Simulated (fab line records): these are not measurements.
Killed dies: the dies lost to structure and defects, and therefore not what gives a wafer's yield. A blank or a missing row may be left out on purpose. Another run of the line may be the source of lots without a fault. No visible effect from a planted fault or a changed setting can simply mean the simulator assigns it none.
Lot-split experiment | flow n5 finfet | 21 wafers read across 7 lots, on a route 1938 steps long

THE SPLIT
At N5_BEOL_M11_TRENCH_ETCH_37 (etches SiCOH lowk in C4F6/O2, target depth 148.83 nm, time 48 s), the setting time s was moved away from the recipe's 48 s on 7 of the 21 wafers read, by -13.4% to +16.9%. This setting was run at the recipe's value on the other wafers.

FROM THE SPLIT TO THE READING: what the file shows between them, 12 steps
- N5_BEOL_M11_ETCH_41: etches SiCN in CH3F/O2, target depth 42.6 nm, time 86 s
- N5_BEOL_M11_STRIP_77: strips in N2/H2, time 10 s
- N5_BEOL_M11_OCD_MEAS_38
- N5_BEOL_M11_CURE_72: cures SiCOH lowk, time 120 s (also split here: time s)
- N5_BEOL_M11_DEGAS_44: time 60 s
- N5_BEOL_M11_PRE_CLEAN_45: time 30 s
- N5_BEOL_M11_ECD_50: material Cu, target thk 318 nm
- N5_BEOL_M11_ANNEAL_51: time 90 s
- N5_BEOL_M11_CMP_52: polishes, stops on SiCOH lowk, t overpolish 7 s, target thk 140 nm
- N5_BEOL_M11_THK_MEAS_53: measures by xrf
- N5_BEOL_M11_PRE_CLEAN_55: time 15 s
- N5_BEOL_M11_DEP_56: deposits SiCN from 3MS/NH3, target thk 30 nm, time 10.5 s

THE READING
M11_RS, in ohm/sq, at N5_BEOL_M11_RS_MEAS_57 (measures by four-point-probe). Fault-free wafers of this fab line usually give 0.154 ohm/sq, standard deviation 0.0032 ohm/sq.

wafer  | tool, chamber at the split | time s as run, s | against the recipe | M11_RS, ohm/sq | against lot-mates on the recipe
L075.2 | rie diel-04, 1             | 56.11            | +16.9%             | 0.128          | -0.026
L075.3 | rie diel-04, 2             | 56.11            | +16.9%             | 0.129          | -0.025
L075.5 | rie diel-04, 2             | 48               | recipe             | 0.154          | -
L085.1 | rie diel-03, 1             | 48               | recipe             | 0.153          | -
L085.4 | rie diel-03, 3             | 48               | recipe             | 0.151          | -
L085.6 | rie diel-03, 0             | 48               | recipe             | 0.158          | -
L084.3 | rie diel-03, 1             | 48               | recipe             | 0.157          | -
L084.5 | rie diel-03, 0             | 42.91            | -10.6%             | 0.181          | +0.024
L084.6 | rie diel-03, 1             | 42.91            | -10.6%             | 0.176          | +0.019
L090.3 | rie diel-01, 0             | 48               | recipe             | 0.149          | -
L090.4 | rie diel-01, 2             | 48               | recipe             | 0.158          | -
L090.5 | rie diel-01, 0             | 48               | recipe             | 0.149          | -
L096.2 | rie diel-04, 1             | 48               | recipe             | 0.152          | -
L096.3 | rie diel-04, 0             | 54.82            | +14.2%             | 0.133          | -0.020
L096.5 | rie diel-04, 2             | 48               | recipe             | 0.155          | -
L093.3 | rie diel-04, 2             | 41.58            | -13.4%             | 0.182          | +0.033
L093.4 | rie diel-04, 3             | 48               | recipe             | 0.149          | -
L093.5 | rie diel-04, 0             | 41.58            | -13.4%             | 0.182          | +0.033
L092.1 | rie diel-03, 1             | 48               | recipe             | 0.152          | -
L092.3 | rie diel-03, 0             | 48               | recipe             | 0.161          | -
L092.4 | rie diel-03, 1             | 48               | recipe             | 0.154          | -

THE FIT
A straight line over all 21 wafers: M11_RS changes by -0.00179 ohm/sq for each +1% of time s; r = -0.97; the points scatter about the line by 0.0041 ohm/sq.
The same after taking each lot's own level away (the mean of its wafers on the recipe; 21 wafers): -0.00184 ohm/sq for each +1%; r = -0.97; scatter 0.0041 ohm/sq.
According to that fit, moving time s by its largest amount changes the reading by 0.031 ohm/sq.
Measured against the standard deviation above, the lots' own levels, which go from 0.1490 to 0.1570 ohm/sq, span 2.5 times it.
Consequently the slope shifts little with the lot-to-lot level, the two slopes agreeing.
Check: -0.0304 ohm/sq against its lot-mates is what the line predicts for one of the wafers moved furthest among these (+16.9%) when that wafer is left out of the fit. It came out at -0.026 ohm/sq against them.

THESE WAFERS: OTHER SPLITS
These wafers also went through other splits before the reading. Each is held against what the fit with the lots' levels taken away leaves over:
other split on the same wafers     | wafers away from the commonest value | r with M11_RS (lot level and that fit taken away)
N5_BEOL_M11_HM_DEP_02 target thk a | 9                                    | +0.21
N5_BEOL_M11_CURE_72 time s         | 6                                    | -0.14

THE WHOLE CHAIN: every reading that the file lists as answering this split, in the file's order
step                       | what it does                                                       | reading                                                                       | change (the file's fit)              | r (the file's)
N5_BEOL_M11_TRENCH_ETCH_37 | etches SiCOH lowk in C4F6/O2, target depth 148.83 nm, time 48 s    | etch.depth nm (the simulator's own value, which no gauge read)                | +1.48 nm for each +1% of the setting | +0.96
N5_BEOL_M11_TRENCH_ETCH_37 | etches SiCOH lowk in C4F6/O2, target depth 148.83 nm, time 48 s    | BEOL_M11.feature depth nm (the simulator's own value, which no gauge read)    | +1.48 nm for each +1% of the setting | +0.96
N5_BEOL_M11_OCD_MEAS_38    |                                                                    | trench depth nm                                                               | +1.47 nm for each +1% of the setting | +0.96
N5_BEOL_M11_CMP_52         | polishes, stops on SiCOH lowk, t overpolish 7 s, target thk 140 nm | Cu_of_BEOL_M11_ECD_50.thk nm (the simulator's own value, which no gauge read) | +1.46 nm for each +1% of the setting | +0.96
N5_BEOL_M11_THK_MEAS_53    | measures by xrf                                                    | M11_THK                                                                       | +1.45 for each +1% of the setting    | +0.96
N5_BEOL_M11_RS_MEAS_57     | measures by four-point-probe                                       | M11_RS                                                                        | -0.00178 for each +1% of the setting | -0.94

THE FILE'S OWN FIT
M11_RS changes by -0.00178 ohm/sq for each +1% of time s, r = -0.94.
